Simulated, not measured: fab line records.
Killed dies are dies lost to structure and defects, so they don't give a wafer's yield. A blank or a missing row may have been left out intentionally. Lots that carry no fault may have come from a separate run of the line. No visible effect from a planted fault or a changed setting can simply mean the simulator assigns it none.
A single fault, viewed from 2 desks + flow nand harc + each desk has only its own numbers; what lay behind them comes last

== FROM THE METROLOGY DESK ==
Means of the sampled wafers that have a number, per lot and without regard to the tool the lot ran on: this is what the gauges read. The brackets show how far a lot's mean lies from the usual mean; more than 4 standard deviations puts the lot out of limits, marked OUT.
Columns: A = cd nm at NHARC_A_BLC_CD_MEAS_10, usual 100.7 nm
| lot  | first seen here | A               |
|------|-----------------|-----------------|
| L786 | day 22 23:47    | 100.0           |
| L789 | day 24 05:23    | 99.5            |
| L791 | day 25 22:38    | 101.3           |
| L794 | day 26 12:05    | 101.5           |
| L797 | day 27 19:14    | 100.1           |
| L798 | day 27 21:43    | 93.2 (-7.9) OUT |
| L799 | day 28 17:13    | 93.4 (-7.7) OUT |
| L803 | day 29 23:25    | 99.1            |
| L802 | day 30 01:26    | 101.1           |
| L805 | day 31 01:37    | 100.9           |
| L806 | day 31 03:01    | 99.0            |
| L807 | day 31 19:18    | 102.2           |
This desk's verdict: out of limits on L798, L799, starting with L798 at day 27 21:43 (cd nm at NHARC_A_BLC_CD_MEAS_10). L786, L789, L791, L794, L797, L803, L802, L805, L806, L807: within limits.

== DESK OF THE TOOL OWNER: litho track-06 ==
The tool's own readings at NHARC_A_BLC_PEB_08 (peb time 65 s): means of the sampled wafers that have a number, for each lot that ran on this tool. The brackets show how far a lot's mean lies from the usual mean; more than 4 standard deviations puts the lot out of limits, marked OUT.
Columns: A = heater power total W at NHARC_A_BLC_PEB_08, usual 156.7 W; B = plate temp C at NHARC_A_BLC_PEB_08, usual 100.01 C
| lot  | first seen here | A               | B               |
|------|-----------------|-----------------|-----------------|
| L794 | day 26 12:01    | 156.5           | 100.08          |
| L797 | day 27 19:09    | 156.7           | 99.84           |
| L798 | day 27 21:38    | 152.3 (-11) OUT | 98.06 (-13) OUT |
| L799 | day 28 17:08    | 152.6 (-11) OUT | 97.94 (-14) OUT |
| L805 | day 31 01:32    | 157.0           | 100.07          |
| L807 | day 31 19:13    | 156.5           | 100.10          |
This desk's verdict: out of limits on L798, L799, starting with L798 at day 27 21:38 (heater power total W at NHARC_A_BLC_PEB_08). L794, L797, L805, L807: within limits.

== ALL TOGETHER ==
The tool owner's desk could have raised an alarm at day 27 21:38, on L798, L799.
L798, L799 would have let the metrology desk raise an alarm at day 27 21:43.
Of the lots named, all ran NHARC_A_BLC_PEB_08 on litho track-06.

== WHAT THE SIMULATOR PUT IN ==
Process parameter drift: litho track-06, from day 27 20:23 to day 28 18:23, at NHARC_A_BLC_PEB_08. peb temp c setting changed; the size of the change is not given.
Shown lots that were struck: L798, L799.
Fault start to first reading out of limits, in hours, per desk: tool owner, 1; metrology, 1.
